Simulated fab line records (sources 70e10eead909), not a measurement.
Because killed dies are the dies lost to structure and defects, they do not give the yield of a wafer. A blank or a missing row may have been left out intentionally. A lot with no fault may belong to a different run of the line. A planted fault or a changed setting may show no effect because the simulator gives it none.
fab line records -- flow nand_harc
record: lots: 24, wafers: 72, last_day: 25
route steps=1159 shown P_STI@91 P_GATE@145 P_CONTACT@249 P_M1@305
lots that met no fault: from a run of the same line without faults
start_h: hours from the record's opening day to when the first of the lot's shown wafers began -- wait_h: hours from the lot's prior step to this one -- " unchanged from the row above -- L1.1+2: one row covering several wafers at once -- - no value, or no start was given -- * or withheld: withheld -- < > ~ a bound
route shown NAME@n: NAME is a module with steps in the file, n the number in the route of the first one -- usual: average and standard deviation across the fault-free wafers -- same: alike in all rows -- chamber/n: place in a boat -- sites: the reading at each site -- _std_site: how widely they spread, as a standard deviation -- _edge_site: inner sites' mean taken away from outer sites' mean -- radius_mm: how far each site lies from the wafer's centre -- mask NAME#n: copy n -- behind: the tool/chamber that last shaped the wafer -- hold: what put the lot on hold/how long, in hours/how the hold closed -- device: the n, p or np transistor that did not switch -- end of line: the tests these same wafers got at the end of their route -- where a step has no rows: the recipe by itself -- killed: dies that structure and defects cost at the first sort, which is not the same as the wafer's yield -- map: dies across one wafer; x = killed, . = not, _ = none there
set.NAME: the setting that was run; set.NAME@STEP: the one run at that earlier step -- model.NAME: the simulator's own value behind a step, which no gauge read
route steps across a sampled set of lots; one table per step, one row per wafer
services: when a tool's chamber went out of use (start_h, in hours from the record's first day, below 0 if earlier), for how many hours, and the reason
== steps ==
step: NHARC_P_STI_CD_MEAS_16
usual: cd_nm: 202/3.7
lot.wafer,tool,chamber,start_h,wait_h,cd_nm
L074.1,cd_sem-03,-,38.07,-,209
L074.2,cd_sem-03,-,38.07,-,199
L074.6,cd_sem-03,-,38.07,-,201
L075.2,cd_sem-03,-,43.03,-,208
L075.4,cd_sem-03,-,43.03,-,205
L075.5,cd_sem-03,-,43.03,-,204
L077.2,cd_sem-01,-,51.13,-,196
L077.4,cd_sem-01,-,51.13,-,197
L077.6,cd_sem-01,-,51.13,-,198
L076.1,cd_sem-03,-,51.30,-,199
L076.3,cd_sem-03,-,51.30,-,200
L076.6,cd_sem-03,-,51.30,-,195
L078.1,cd_sem-03,-,61.11,-,199
L078.2,cd_sem-03,-,61.11,-,199
L078.4,cd_sem-03,-,61.11,-,201
L079.1,cd_sem-02,-,67.83,-,205
L079.3,cd_sem-02,-,67.83,-,203
L079.6,cd_sem-02,-,67.83,-,206
L081.2,cd_sem-02,-,75.93,-,201
L081.4,cd_sem-02,-,75.93,-,203
L081.5,cd_sem-02,-,75.93,-,204
L080.1,cd_sem-02,-,76.08,-,199
L080.5,cd_sem-02,-,76.08,-,202
L080.6,cd_sem-02,-,76.08,-,199
L082.1,cd_sem-01,-,83.61,-,204
L082.3,cd_sem-01,-,83.61,-,205
L082.4,cd_sem-01,-,83.61,-,202
L083.2,cd_sem-01,-,93.10,-,202
L083.3,cd_sem-01,-,93.10,-,207
L083.4,cd_sem-01,-,93.10,-,212
L084.1,cd_sem-01,-,93.30,-,199
L084.2,cd_sem-01,-,93.30,-,208
L084.6,cd_sem-01,-,93.30,-,202
L085.1,cd_sem-03,-,101.56,-,210
L085.5,cd_sem-03,-,101.56,-,200
L085.6,cd_sem-03,-,101.56,-,212
L086.1,cd_sem-03,-,107.63,-,199
L086.2,cd_sem-03,-,107.63,-,201
L086.4,cd_sem-03,-,107.63,-,202
L087.2,cd_sem-01,-,115.85,-,199
L087.3,cd_sem-01,-,115.85,-,201
L087.4,cd_sem-01,-,115.85,-,197
L088.1,cd_sem-01,-,122.29,-,204
L088.3,cd_sem-01,-,122.29,-,201
L088.4,cd_sem-01,-,122.29,-,201
L089.2,cd_sem-02,-,122.45,-,207
L089.4,cd_sem-02,-,122.45,-,208
L089.6,cd_sem-02,-,122.45,-,201
L090.1,cd_sem-02,-,131.76,-,206
L090.2,cd_sem-02,-,131.76,-,206
L090.4,cd_sem-02,-,131.76,-,200
L091.1,cd_sem-02,-,139.07,-,205
L091.3,cd_sem-02,-,139.07,-,198
L091.5,cd_sem-02,-,139.07,-,200
L092.2,cd_sem-03,-,144.01,-,201
L092.4,cd_sem-03,-,144.01,-,200
L092.5,cd_sem-03,-,144.01,-,206
L094.1,cd_sem-01,-,152.21,-,198
L094.3,cd_sem-01,-,152.21,-,201
L094.5,cd_sem-01,-,152.21,-,200
L093.2,cd_sem-02,-,152.38,-,206
L093.3,cd_sem-02,-,152.38,-,203
L093.5,cd_sem-02,-,152.38,-,199
L095.1,cd_sem-02,-,163.72,-,203
L095.4,cd_sem-02,-,163.72,-,198
L095.6,cd_sem-02,-,163.72,-,197
L096.1,cd_sem-03,-,163.88,-,203
L096.5,cd_sem-03,-,163.88,-,198
L096.6,cd_sem-03,-,163.88,-,198
L097.2,cd_sem-02,-,173.67,-,204
L097.4,cd_sem-02,-,173.67,-,205
L097.5,cd_sem-02,-,173.67,-,202
step: NHARC_P_GATE_ETCH_104
recipe: target_depth_a: 600, time_s: withheld, cf4_flow_sccm: 100, chf3_flow_sccm: 30, ar_flow_sccm: 0, rf_w: 500, bias_w: 200, chemistry: CF4/CHF3
usual: drypump_motor_current_A: 5.86/0.3, oes_product_au: 0.941/0.022, rf_vpp_V: 370.3/2.5, showerhead_plenum_p_Torr: 1.56/0.069, throttle_valve_pct: 16.802/0.0094
lot.wafer,tool,chamber,start_h,wait_h,drypump_motor_current_A,oes_product_au,rf_vpp_V,showerhead_plenum_p_Torr,throttle_valve_pct
L074.2,rie_diel-06,1,91.83,0.1,5.84,0.935,373.2,1.58,16.803
L074.1,rie_diel-06,3,91.83,0.1,6.03,0.951,367.0,1.47,16.824
L074.6,rie_diel-06,1,91.83,0.1,5.85,0.923,371.5,1.58,16.794
L075.4,rie_diel-03,1,92.02,0.1,6.35,0.941,369.4,1.54,16.789
L075.2,rie_diel-03,2,92.02,0.1,5.91,0.967,368.3,1.49,16.810
L075.5,rie_diel-03,0,92.02,0.1,6.09,0.954,368.6,1.54,16.808
L077.2,rie_diel-06,1,105.01,0.1,5.83,0.931,372.2,1.58,16.795
L077.4,rie_diel-06,2,105.01,0.1,5.61,0.909,372.7,1.66,16.798
L077.6,rie_diel-06,0,105.01,0.1,5.37,0.906,368.6,1.52,16.800
L076.1,rie_diel-03,3,105.88,0.1,6.18,0.927,372.7,1.65,16.813
L076.3,rie_diel-03,1,105.88,0.1,6.37,0.931,370.3,1.54,16.794
L076.6,rie_diel-03,2,105.88,0.1,5.91,0.955,367.8,1.48,16.807
L078.2,rie_diel-03,2,112.76,0.1,5.91,0.964,367.4,1.48,16.795
L078.1,rie_diel-03,3,112.76,0.1,6.17,0.952,373.2,1.65,16.818
L078.4,rie_diel-03,1,112.76,0.1,6.39,0.961,370.0,1.54,16.793
L079.3,rie_diel-13,2,123.97,0.1,5.14,0.965,374.3,1.70,16.808
L079.1,rie_diel-13,0,123.97,0.1,5.92,0.947,371.4,1.58,16.819
L079.6,rie_diel-13,0,123.97,0.1,5.91,0.946,371.8,1.58,16.805
L080.1,rie_diel-03,1,129.80,0.2,6.36,0.945,370.3,1.54,16.803
L080.5,rie_diel-03,1,129.80,0.2,6.34,0.934,367.6,1.54,16.799
L080.6,rie_diel-03,2,129.80,0.2,5.89,0.951,368.5,1.48,16.809
L081.2,rie_diel-06,3,129.89,0.1,6.05,0.939,366.9,1.47,16.827
L081.4,rie_diel-06,1,129.89,0.1,5.85,0.936,372.4,1.58,16.804
L081.5,rie_diel-06,0,129.89,0.1,5.35,0.916,367.8,1.51,16.795
L082.4,rie_diel-06,1,135.19,0.1,5.81,0.939,372.7,1.58,16.812
L082.3,rie_diel-06,3,135.19,0.1,6.06,0.935,367.3,1.47,16.802
L082.1,rie_diel-06,0,135.19,0.1,5.36,0.915,368.5,1.51,16.800
L084.1,rie_diel-06,3,148.98,0.1,6.02,0.935,367.6,1.47,16.806
L084.2,rie_diel-06,0,148.98,0.1,5.36,0.918,369.4,1.51,16.817
L084.6,rie_diel-06,0,148.98,0.1,5.37,0.916,369.1,1.51,16.806
L083.3,rie_diel-06,0,149.42,0.1,5.36,0.911,368.5,1.51,16.788
L083.4,rie_diel-06,2,149.42,0.1,5.60,0.920,374.5,1.66,16.793
L083.2,rie_diel-06,3,149.42,0.1,6.03,0.938,367.5,1.47,16.798
L085.1,rie_diel-03,2,153.06,0.1,5.92,0.988,368.0,1.48,16.790
L085.5,rie_diel-03,3,153.06,0.1,6.19,0.970,372.7,1.64,16.800
L085.6,rie_diel-03,0,153.06,0.1,6.09,0.962,369.3,1.53,16.793
L086.1,rie_diel-06,2,167.04,0.1,5.59,0.953,374.6,1.66,16.804
L086.4,rie_diel-06,0,167.04,0.1,5.36,0.963,368.3,1.51,16.807
L086.2,rie_diel-06,1,167.04,0.1,5.82,0.966,371.4,1.58,16.792
L087.3,rie_diel-03,3,167.21,0.1,6.18,0.948,373.4,1.64,16.799
L087.2,rie_diel-03,0,167.21,0.1,6.08,0.968,368.8,1.53,16.821
L087.4,rie_diel-03,1,167.21,0.1,6.37,0.963,370.6,1.54,16.799
L088.1,rie_diel-06,1,175.97,0.3,5.84,0.927,370.1,1.58,16.802
L088.4,rie_diel-06,2,175.97,0.3,5.62,0.917,372.5,1.66,16.800
L088.3,rie_diel-06,3,175.97,0.3,6.06,0.927,368.0,1.47,16.798
L089.4,rie_diel-06,2,176.54,0.4,5.60,0.925,373.7,1.66,16.810
L089.2,rie_diel-06,3,176.54,0.4,6.02,0.942,365.9,1.47,16.790
L089.6,rie_diel-06,0,176.54,0.4,5.35,0.926,368.9,1.51,16.797
L090.1,rie_diel-03,3,186.60,0.1,6.15,0.951,372.9,1.64,16.807
L090.2,rie_diel-03,2,186.60,0.1,5.88,0.962,367.0,1.48,16.798
L090.4,rie_diel-03,1,186.60,0.1,6.37,0.954,370.3,1.53,16.784
L092.4,rie_diel-03,2,192.31,0.1,5.89,0.971,367.6,1.48,16.800
L092.2,rie_diel-03,0,192.31,0.1,6.08,0.950,369.4,1.53,16.785
L092.5,rie_diel-03,2,192.31,0.1,5.91,0.965,367.4,1.48,16.790
L091.1,rie_diel-06,2,192.51,0.1,5.62,0.909,373.4,1.66,16.823
L091.3,rie_diel-06,3,192.51,0.1,6.04,0.932,366.8,1.47,16.825
L091.5,rie_diel-06,3,192.51,0.1,6.02,0.926,365.7,1.47,16.803
L094.3,rie_diel-03,2,210.60,0.1,5.92,0.922,366.3,1.48,16.801
L094.1,rie_diel-03,0,210.60,0.1,6.06,0.910,367.8,1.53,16.809
L094.5,rie_diel-03,3,210.60,0.1,6.17,0.923,372.8,1.64,16.786
L093.2,rie_diel-06,1,211.03,0.1,5.83,0.983,371.9,1.58,16.809
L093.3,rie_diel-06,3,211.03,0.1,6.03,0.974,366.4,1.47,16.810
L093.5,rie_diel-06,2,211.03,0.1,5.61,0.940,372.8,1.66,16.808
L096.1,rie_diel-06,2,219.38,0.1,5.61,0.930,374.4,1.66,16.796
L096.6,rie_diel-06,2,219.38,0.1,5.60,0.928,373.9,1.66,16.831
L096.5,rie_diel-06,1,219.38,0.1,5.83,0.959,369.4,1.58,16.797
L095.1,rie_diel-06,2,219.70,0.2,5.62,0.902,374.0,1.66,16.797
L095.4,rie_diel-06,2,219.70,0.2,5.60,0.910,372.5,1.66,16.800
L095.6,rie_diel-06,2,219.70,0.2,5.62,0.911,374.7,1.66,16.790
L097.4,rie_diel-06,2,231.76,0.1,5.61,0.948,372.4,1.66,16.807
L097.2,rie_diel-06,0,231.76,0.1,5.35,0.973,369.5,1.51,16.795
L097.5,rie_diel-06,1,231.76,0.1,5.81,0.991,370.3,1.58,16.805
step: NHARC_P_GATE_CD_MEAS_59
recipe: target_cd_nm: 720, landing_energy_ev: 500
usual: cd_nm: 719.6/2
lot.wafer,tool,chamber,start_h,wait_h,cd_nm
L074.1,cd_sem-01,0,105.29,-,719.1
L074.2,cd_sem-01,0,105.29,-,721.8
L074.6,cd_sem-01,0,105.29,-,719.0
L075.2,cd_sem-01,0,105.94,-,718.8
L075.4,cd_sem-01,0,105.94,-,723.7
L075.5,cd_sem-01,0,105.94,-,717.4
L077.2,cd_sem-03,0,118.67,-,721.0
L077.4,cd_sem-03,0,118.67,-,720.4
L077.6,cd_sem-03,0,118.67,-,722.2
L076.1,cd_sem-02,0,126.13,-,718.0
L076.3,cd_sem-02,0,126.13,-,719.8
L076.6,cd_sem-02,0,126.13,-,719.7
L078.1,cd_sem-03,0,126.29,-,718.9
L078.2,cd_sem-03,0,126.29,-,720.5
L078.4,cd_sem-03,0,126.29,-,722.3
L079.1,cd_sem-01,0,139.64,-,723.6
L079.3,cd_sem-01,0,139.64,-,716.6
L079.6,cd_sem-01,0,139.64,-,719.7
L080.1,cd_sem-01,0,144.33,-,717.4
L080.5,cd_sem-01,0,144.33,-,716.5
L080.6,cd_sem-01,0,144.33,-,713.3
L081.2,cd_sem-01,0,144.56,-,717.7
L081.4,cd_sem-01,0,144.56,-,718.5
L081.5,cd_sem-01,0,144.56,-,721.6
L082.1,cd_sem-02,0,150.88,-,718.5
L082.3,cd_sem-02,0,150.88,-,724.0
L082.4,cd_sem-02,0,150.88,-,720.1
L084.1,cd_sem-02,0,162.27,-,718.4
L084.2,cd_sem-02,0,162.27,-,716.6
L084.6,cd_sem-02,0,162.27,-,718.8
L083.2,cd_sem-03,0,164.88,-,719.7
L083.3,cd_sem-03,0,164.88,-,721.1
L083.4,cd_sem-03,0,164.88,-,722.7
L085.1,cd_sem-03,0,168.25,-,719.9
L085.5,cd_sem-03,0,168.25,-,720.9
L085.6,cd_sem-03,0,168.25,-,718.5
L086.1,cd_sem-01,0,180.18,-,721.1
L086.2,cd_sem-01,0,180.18,-,720.3
L086.4,cd_sem-01,0,180.18,-,719.0
L087.2,cd_sem-01,0,180.86,-,721.0
L087.3,cd_sem-01,0,180.86,-,724.6
L087.4,cd_sem-01,0,180.86,-,719.6
L088.1,cd_sem-03,0,189.93,-,718.0
L088.3,cd_sem-03,0,189.93,-,719.4
L088.4,cd_sem-03,0,189.93,-,716.7
L089.2,cd_sem-03,0,190.32,-,719.7
L089.4,cd_sem-03,0,190.32,-,719.4
L089.6,cd_sem-03,0,190.32,-,718.8
L090.1,cd_sem-02,0,200.24,-,718.5
L090.2,cd_sem-02,0,200.24,-,720.1
L090.4,cd_sem-02,0,200.24,-,718.4
L091.1,cd_sem-01,0,205.80,-,714.6
L091.3,cd_sem-01,0,205.80,-,718.5
L091.5,cd_sem-01,0,205.80,-,717.6
L092.2,cd_sem-03,0,206.08,-,717.4
L092.4,cd_sem-03,0,206.08,-,716.3
L092.5,cd_sem-03,0,206.08,-,719.0
L094.1,cd_sem-02,0,224.05,-,721.7
L094.3,cd_sem-02,0,224.05,-,718.4
L094.5,cd_sem-02,0,224.05,-,722.3
L093.2,cd_sem-01,0,224.49,-,719.0
L093.3,cd_sem-01,0,224.49,-,718.0
L093.5,cd_sem-01,0,224.49,-,719.0
L096.1,cd_sem-01,0,233.52,-,720.4
L096.5,cd_sem-01,0,233.52,-,717.9
L096.6,cd_sem-01,0,233.52,-,718.4
L095.1,cd_sem-01,0,233.77,-,720.8
L095.4,cd_sem-01,0,233.77,-,719.3
L095.6,cd_sem-01,0,233.77,-,717.1
L097.2,cd_sem-02,0,245.29,-,718.2
L097.4,cd_sem-02,0,245.29,-,720.6
L097.5,cd_sem-02,0,245.29,-,718.5
step: NHARC_P_GATE_RTA_64
recipe: temp_c: 1050, time_s: 1
usual: lamp_power_pct: 34.6/0.43, wafer_temp_C_max: 1053.6/0.95
lot.wafer,tool,chamber,start_h,wait_h,lamp_power_pct,wafer_temp_C_max
L074.1,rtp_anneal-01,0,108.69,-,35.1,1053.6
L074.2,rtp_anneal-01,0,108.69,-,35.1,1054.0
L074.6,rtp_anneal-01,0,108.69,-,35.0,1053.8
L075.2,rtp_anneal-02,0,109.67,-,34.1,1051.7
L075.4,rtp_anneal-02,0,109.67,-,34.2,1053.1
L075.5,rtp_anneal-02,0,109.67,-,34.2,1052.2
L077.2,rtp_anneal-02,0,122.21,-,34.2,1052.9
L077.4,rtp_anneal-02,0,122.21,-,34.1,1053.2
L077.6,rtp_anneal-02,0,122.21,-,34.1,1052.8
L076.1,rtp_anneal-02,0,129.56,-,34.1,1052.7
L076.3,rtp_anneal-02,0,129.56,-,34.1,1052.4
L076.6,rtp_anneal-02,0,129.56,-,34.2,1051.8
L078.1,rtp_anneal-01,0,129.98,-,35.0,1053.7
L078.2,rtp_anneal-01,0,129.98,-,35.0,1054.2
L078.4,rtp_anneal-01,0,129.98,-,35.0,1054.7
L079.1,rtp_anneal-02,0,143.59,-,34.2,1053.1
L079.3,rtp_anneal-02,0,143.59,-,34.2,1053.1
L079.6,rtp_anneal-02,0,143.59,-,34.2,1053.8
L080.1,rtp_anneal-01,0,147.85,-,35.0,1052.9
L080.5,rtp_anneal-01,0,147.85,-,35.0,1053.2
L080.6,rtp_anneal-01,0,147.85,-,35.1,1054.7
L081.2,rtp_anneal-01,0,148.14,-,35.0,1053.9
L081.4,rtp_anneal-01,0,148.14,-,35.0,1054.1
L081.5,rtp_anneal-01,0,148.14,-,35.0,1053.8
L082.1,rtp_anneal-01,0,154.39,-,35.0,1055.3
L082.3,rtp_anneal-01,0,154.39,-,35.0,1054.5
L082.4,rtp_anneal-01,0,154.39,-,35.0,1053.3
L084.1,rtp_anneal-01,0,166.10,-,35.0,1053.8
L084.2,rtp_anneal-01,0,166.10,-,35.0,1053.8
L084.6,rtp_anneal-01,0,166.10,-,35.0,1054.6
L083.2,rtp_anneal-02,0,168.75,-,34.1,1051.3
L083.3,rtp_anneal-02,0,168.75,-,34.1,1052.9
L083.4,rtp_anneal-02,0,168.75,-,34.1,1052.8
L085.1,rtp_anneal-02,0,171.86,-,34.1,1051.9
L085.5,rtp_anneal-02,0,171.86,-,34.2,1052.7
L085.6,rtp_anneal-02,0,171.86,-,34.2,1052.4
L086.1,rtp_anneal-01,0,183.57,-,35.0,1053.5
L086.2,rtp_anneal-01,0,183.57,-,35.0,1052.9
L086.4,rtp_anneal-01,0,183.57,-,35.0,1054.8
L087.2,rtp_anneal-02,0,184.54,-,34.2,1054.3
L087.3,rtp_anneal-02,0,184.54,-,34.2,1052.8
L087.4,rtp_anneal-02,0,184.54,-,34.2,1052.3
L088.1,rtp_anneal-02,0,193.45,-,34.1,1053.3
L088.3,rtp_anneal-02,0,193.45,-,34.2,1052.2
L088.4,rtp_anneal-02,0,193.45,-,34.1,1053.6
L089.2,rtp_anneal-02,0,193.86,-,34.2,1052.7
L089.4,rtp_anneal-02,0,193.86,-,34.2,1053.9
L089.6,rtp_anneal-02,0,193.86,-,34.2,1053.2
L090.1,rtp_anneal-01,0,203.77,-,35.1,1054.7
L090.2,rtp_anneal-01,0,203.77,-,35.1,1054.5
L090.4,rtp_anneal-01,0,203.77,-,35.0,1053.2
L091.1,rtp_anneal-01,0,209.33,-,35.1,1054.2
L091.3,rtp_anneal-01,0,209.33,-,34.9,1054.7
L091.5,rtp_anneal-01,0,209.33,-,35.0,1053.9
L092.2,rtp_anneal-02,0,209.79,-,34.2,1053.3
L092.4,rtp_anneal-02,0,209.79,-,34.2,1053.8
L092.5,rtp_anneal-02,0,209.79,-,34.1,1052.4
L094.1,rtp_anneal-01,0,227.75,-,34.9,1057.3
L094.3,rtp_anneal-01,0,227.75,-,35.0,1053.0
L094.5,rtp_anneal-01,0,227.75,-,34.9,1053.2
L093.2,rtp_anneal-01,0,228.44,-,35.1,1054.2
L093.3,rtp_anneal-01,0,228.44,-,35.1,1055.1
L093.5,rtp_anneal-01,0,228.44,-,35.1,1055.0
L096.1,rtp_anneal-02,0,237.00,-,34.2,1054.3
L096.5,rtp_anneal-02,0,237.00,-,34.1,1052.9
L096.6,rtp_anneal-02,0,237.00,-,34.2,1053.0
L095.1,rtp_anneal-01,0,237.41,-,35.0,1054.4
L095.4,rtp_anneal-01,0,237.41,-,35.0,1054.8
L095.6,rtp_anneal-01,0,237.41,-,35.1,1054.2
L097.2,rtp_anneal-01,0,248.90,-,35.1,1054.0
L097.4,rtp_anneal-01,0,248.90,-,35.1,1054.7
L097.5,rtp_anneal-01,0,248.90,-,35.0,1056.6
step: NHARC_P_CONTACT_CMP_24
recipe: t_overpolish_s: 30, target_thk_nm: 200
usual: motor_current_A: 11.7/0.8, overpolish_run_s: 30.000/0.0093, time_to_endpoint_s: 38.5/2.9
same: t_overpolish_s: 30
lot.wafer,tool,chamber,start_h,wait_h,motor_current_A,overpolish_run_s,time_to_endpoint_s
L074.1,cmp-02,2,114.84,0.5,12.4,30.000,38.9
L074.2,cmp-02,0,114.84,0.5,13.0,30.003,38.9
L074.6,cmp-02,1,114.84,0.5,10.9,29.991,36.6
L075.2,cmp-01,3,119.74,0.6,10.7,30.011,41.2
L075.4,cmp-01,0,119.74,0.6,11.9,29.999,37.3
L075.5,cmp-01,3,119.74,0.6,11.8,30.019,42.6
L077.2,cmp-01,0,132.48,0.5,11.7,30.014,39.8
L077.4,cmp-01,2,132.48,0.5,12.1,29.993,36.0
L077.6,cmp-01,0,132.48,0.5,11.8,29.980,40.1
L076.3,cmp-01,0,135.39,0.3,12.2,30.012,40.9
L076.1,cmp-01,1,135.39,0.3,12.7,30.003,42.6
L076.6,cmp-01,1,135.39,0.3,12.0,30.008,42.7
L078.2,cmp-03,3,136.22,0.6,12.3,30.001,36.5
L078.4,cmp-03,0,136.22,0.6,10.8,29.994,42.5
L078.1,cmp-03,2,136.22,0.6,11.8,29.988,40.8
L079.1,cmp-03,2,149.34,0.5,12.1,29.990,41.9
L079.3,cmp-03,1,149.34,0.5,11.3,30.006,36.7
L079.6,cmp-03,2,149.34,0.5,12.3,30.004,42.4
L080.1,cmp-02,1,153.76,0.6,11.5,30.013,37.8
L080.6,cmp-02,1,153.76,0.6,11.2,29.986,39.6
L080.5,cmp-02,2,153.76,0.6,12.3,29.995,42.1
L081.2,cmp-03,1,153.92,0.6,10.9,29.986,34.9
L081.4,cmp-03,2,153.92,0.6,10.8,29.992,40.0
L081.5,cmp-03,3,153.92,0.6,12.3,30.006,37.8
L082.3,cmp-02,2,167.09,0.4,12.6,29.994,43.4
L082.4,cmp-02,3,167.09,0.4,12.9,29.994,39.2
L082.1,cmp-02,1,167.09,0.4,10.5,30.004,40.7
L084.1,cmp-03,1,172.47,0.5,10.9,29.999,34.7
L084.2,cmp-03,2,172.47,0.5,11.5,30.004,39.9
L084.6,cmp-03,0,172.47,0.5,10.7,29.994,39.9
L083.3,cmp-03,0,174.93,0.4,11.1,30.013,37.1
L083.2,cmp-03,2,174.93,0.4,11.6,29.994,38.5
L083.4,cmp-03,3,174.93,0.4,12.9,30.019,33.3
L085.1,cmp-03,3,177.81,0.6,12.4,29.997,35.7
L085.6,cmp-03,0,177.81,0.6,10.8,29.981,38.5
L085.5,cmp-03,1,177.81,0.6,10.9,30.007,32.3
L086.1,cmp-01,3,193.48,0.6,11.5,29.987,44.0
L086.2,cmp-01,1,193.48,0.6,12.3,30.009,43.7
L086.4,cmp-01,2,193.48,0.6,11.6,30.008,37.5
L087.4,cmp-02,0,194.04,0.3,12.9,29.980,40.9
L087.2,cmp-02,1,194.04,0.3,10.8,30.011,34.0
L087.3,cmp-02,2,194.04,0.3,11.9,30.008,37.3
L088.3,cmp-03,0,205.35,0.3,11.2,30.018,40.3
L088.4,cmp-03,2,205.35,0.3,11.7,29.992,41.3
L088.1,cmp-03,3,205.35,0.3,12.6,30.014,34.4
L089.4,cmp-03,0,205.92,0.3,10.0,30.003,38.6
L089.2,cmp-03,2,205.92,0.3,11.8,29.990,35.8
L089.6,cmp-03,1,205.92,0.3,11.4,29.994,32.2
L090.1,cmp-03,1,209.77,0.6,10.9,30.003,34.2
L090.4,cmp-03,3,209.77,0.6,11.7,29.997,33.5
L090.2,cmp-03,0,209.77,0.6,10.8,30.007,38.8
L091.3,cmp-01,3,216.66,0.4,10.5,29.999,37.4
L091.1,cmp-01,1,216.66,0.4,12.5,30.006,39.4
L091.5,cmp-01,3,216.66,0.4,11.2,29.988,38.0
L092.4,cmp-03,3,217.20,0.4,12.8,29.996,39.1
L092.2,cmp-03,1,217.20,0.4,11.0,29.995,39.0
L092.5,cmp-03,2,217.20,0.4,11.4,29.997,40.8
L094.1,cmp-01,3,237.49,0.5,11.0,30.012,39.2
L094.3,cmp-01,0,237.49,0.5,11.9,29.989,36.6
L094.5,cmp-01,0,237.49,0.5,12.3,30.008,36.8
L093.3,cmp-02,0,237.69,0.4,12.7,30.014,41.1
L093.2,cmp-02,1,237.69,0.4,11.0,29.999,38.2
L093.5,cmp-02,0,237.69,0.4,12.7,30.008,43.3
L096.1,cmp-03,0,242.98,0.5,10.6,30.005,42.6
L096.6,cmp-03,1,242.98,0.5,10.4,30.003,38.1
L096.5,cmp-03,2,242.98,0.5,11.1,29.986,38.3
L095.1,cmp-02,3,243.16,0.6,13.3,30.010,34.1
L095.4,cmp-02,1,243.16,0.6,10.7,29.987,33.6
L095.6,cmp-02,3,243.16,0.6,13.3,29.992,37.1
L097.2,cmp-01,1,256.38,0.6,12.2,29.987,42.4
L097.4,cmp-01,2,256.38,0.6,11.5,29.986,39.6
L097.5,cmp-01,1,256.38,0.6,12.5,30.009,41.7
step: NHARC_P_M1_DEGAS_29
recipe: temp_c: 250, time_s: 60
usual: heater_power_w: 349/45
lot.wafer,tool,chamber,start_h,wait_h,heater_power_w
L074.2,pvd_sputter-02,-,121.53,-,386
L074.1,pvd_sputter-02,-,121.53,-,274
L074.6,pvd_sputter-02,-,121.53,-,381
L075.4,pvd_sputter-03,-,126.23,-,386
L075.2,pvd_sputter-03,-,126.23,-,296
L075.5,pvd_sputter-03,-,126.23,-,399
L077.4,pvd_sputter-03,-,138.90,-,292
L077.2,pvd_sputter-03,-,138.90,-,286
L077.6,pvd_sputter-03,-,138.90,-,403
L076.1,pvd_sputter-02,-,141.82,-,279
L076.3,pvd_sputter-02,-,141.82,-,395
L076.6,pvd_sputter-02,-,141.82,-,389
L078.2,pvd_sputter-02,-,142.78,-,385
L078.4,pvd_sputter-02,-,142.78,-,280
L078.1,pvd_sputter-02,-,142.78,-,384
L079.1,pvd_sputter-02,-,155.98,-,392
L079.3,pvd_sputter-02,-,155.98,-,282
L079.6,pvd_sputter-02,-,155.98,-,284
L080.1,pvd_sputter-02,-,160.36,-,381
L080.5,pvd_sputter-02,-,160.36,-,398
L080.6,pvd_sputter-02,-,160.36,-,376
L081.4,pvd_sputter-03,-,161.02,-,353
L081.2,pvd_sputter-03,-,161.02,-,286
L081.5,pvd_sputter-03,-,161.02,-,304
L082.4,pvd_sputter-02,-,173.70,-,373
L082.3,pvd_sputter-02,-,173.70,-,275
L082.1,pvd_sputter-02,-,173.70,-,376
L084.1,pvd_sputter-03,-,178.91,-,402
L084.2,pvd_sputter-03,-,178.91,-,297
L084.6,pvd_sputter-03,-,178.91,-,288
L083.2,pvd_sputter-03,-,181.60,-,282
L083.3,pvd_sputter-03,-,181.60,-,397
L083.4,pvd_sputter-03,-,181.60,-,307
L085.1,pvd_sputter-02,-,184.08,-,381
L085.6,pvd_sputter-02,-,184.08,-,394
L085.5,pvd_sputter-02,-,184.08,-,378
L086.2,pvd_sputter-02,-,199.89,-,289
L086.4,pvd_sputter-02,-,199.89,-,383
L086.1,pvd_sputter-02,-,199.89,-,385
L087.3,pvd_sputter-02,-,200.80,-,393
L087.4,pvd_sputter-02,-,200.80,-,290
L087.2,pvd_sputter-02,-,200.80,-,394
L088.4,pvd_sputter-03,-,212.30,-,409
L088.1,pvd_sputter-03,-,212.30,-,297
L088.3,pvd_sputter-03,-,212.30,-,293
L089.4,pvd_sputter-01,-,212.53,-,351
L089.2,pvd_sputter-01,-,212.53,-,409
L089.6,pvd_sputter-01,-,212.53,-,301
L090.4,pvd_sputter-01,-,216.46,-,298
L090.1,pvd_sputter-01,-,216.46,-,403
L090.2,pvd_sputter-01,-,216.46,-,356
L091.3,pvd_sputter-03,-,223.19,-,391
L091.1,pvd_sputter-03,-,223.19,-,352
L091.5,pvd_sputter-03,-,223.19,-,390
L092.2,pvd_sputter-01,-,223.78,-,341
L092.4,pvd_sputter-01,-,223.78,-,297
L092.5,pvd_sputter-01,-,223.78,-,329
L094.3,pvd_sputter-01,-,245.82,-,396
L094.1,pvd_sputter-01,-,245.82,-,345
L094.5,pvd_sputter-01,-,245.82,-,407
L093.3,pvd_sputter-02,-,246.01,-,401
L093.2,pvd_sputter-02,-,246.01,-,283
L093.5,pvd_sputter-02,-,246.01,-,395
L096.1,pvd_sputter-02,-,249.50,-,393
L096.5,pvd_sputter-02,-,249.50,-,376
L096.6,pvd_sputter-02,-,249.50,-,273
L095.1,pvd_sputter-01,-,249.76,-,358
L095.4,pvd_sputter-01,-,249.76,-,393
L095.6,pvd_sputter-01,-,249.76,-,364
L097.4,pvd_sputter-01,-,262.97,-,358
L097.2,pvd_sputter-01,-,262.97,-,396
L097.5,pvd_sputter-01,-,262.97,-,341
== services ==
tool,chamber,start_h,hours,kind
cmp-01,-,70.86,5.3,repair
cmp-01,-,85.09,3.2,repair
cmp-02,-,95.12,3.1,repair
pvd_sputter-03,-,102.00,10.0,pm
cmp-03,-,113.98,2.4,repair
rie_diel-03,3,128.19,17.0,repair
rie_diel-03,-,133.56,1.2,repair
cmp-03,-,156.00,4.0,pm
rie_diel-03,1,175.35,6.4,repair
rie_diel-03,0,183.12,4.2,repair
cmp-03,-,185.58,1.0,repair
cmp-01,-,186.28,4.0,pm
cmp-03,-,190.57,6.6,repair
cmp-01,-,192.63,0.6,repair
rie_diel-03,-,215.36,9.0,pm
rie_diel-06,0,215.89,4.2,repair
rie_diel-06,3,216.89,5.0,repair
pvd_sputter-02,-,217.21,10.0,pm
cmp-01,-,224.70,2.0,repair
cmp-01,-,233.93,1.0,repair
rie_diel-06,-,241.20,9.0,pm
cmp-03,-,243.69,2.8,repair
pvd_sputter-03,-,245.48,3.0,repair
cmp-03,-,254.00,4.0,pm
== key ==
fault none
